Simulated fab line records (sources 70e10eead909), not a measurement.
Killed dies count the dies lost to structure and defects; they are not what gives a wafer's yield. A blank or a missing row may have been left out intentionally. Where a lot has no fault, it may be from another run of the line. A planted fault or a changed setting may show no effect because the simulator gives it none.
Chamber matching | flow nand-harc | NHARC_P_M1_CMP_23 on cmp-03: 4 sister chambers
The step polishes, t overpolish 20 s, target thk 157.82 nm. 8 wafers are shown with their chamber, then 10 later ones without.

== WAFERS, EACH WITH ITS CHAMBER ==
wafer  | chamber | motor-current-A (A) | time-to-endpoint-s (s)
L084.4 | 1       | 12.1                | 30.5
L084.2 | 0       | 12.5                | 26.6
L084.5 | 1       | 12.0                | 30.4
L088.1 | 0       | 12.2                | 32.4
L088.3 | 2       | 11.5                | 30.9
L088.6 | 3       | 13.0                | 31.6
L086.2 | 2       | 11.7                | 32.1
L086.3 | 3       | 13.7                | 30.1

== WAFERS MISSING THEIR CHAMBER ==
wafer  | motor-current-A (A) | time-to-endpoint-s (s)
L086.5 | 12.2                | 29.9
L092.3 | 14.0                | 26.6
L092.5 | 12.0                | 29.4
L092.6 | 11.9                | 28.5
L094.1 | 11.8                | 30.3
L094.3 | 13.6                | 25.0
L094.6 | 13.2                | 23.9
L094.2 | 12.6                | 27.0
L094.4 | 12.2                | 29.9
L094.5 | 13.2                | 29.1

== THE CHAMBER EACH PASSED THROUGH ==
wafer  | from the rows above          | in truth
L086.5 | can't be placed: 0 or 1 or 2 | 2
L092.3 | 3                            | 3
L092.5 | can't be placed: 1 or 0 or 2 | 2
L092.6 | can't be placed: 1 or 0 or 2 | 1
L094.1 | can't be placed: 1 or 2 or 0 | 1
L094.3 | 3                            | 3
L094.6 | can't be placed: 3 or 0 or 1 | 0
L094.2 | can't be placed: 0 or 1 or 3 | 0
L094.4 | can't be placed: 0 or 1 or 2 | 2
L094.5 | 3                            | 3
3 of 10 placed correctly. Can't be placed from these rows: 7 (the true chamber is among the candidates in 7). Wrongly placed: 0.
How it was worked out, from the rows above alone: a wafer's distance from a chamber is the root of the sum, over the readings, of the square of ((its reading less the chamber's mean) divided by the reading's scatter). If the next closest chamber is less than 2 further off than the closest, the wafer can't be placed; otherwise it belongs to the closest. The mean given for a chamber averages the wafers shown for that chamber. How the scatter is found: for the shown wafers, subtract from each reading the mean of its chamber, square and add these, divide the total by (wafers less chambers), then take the root.
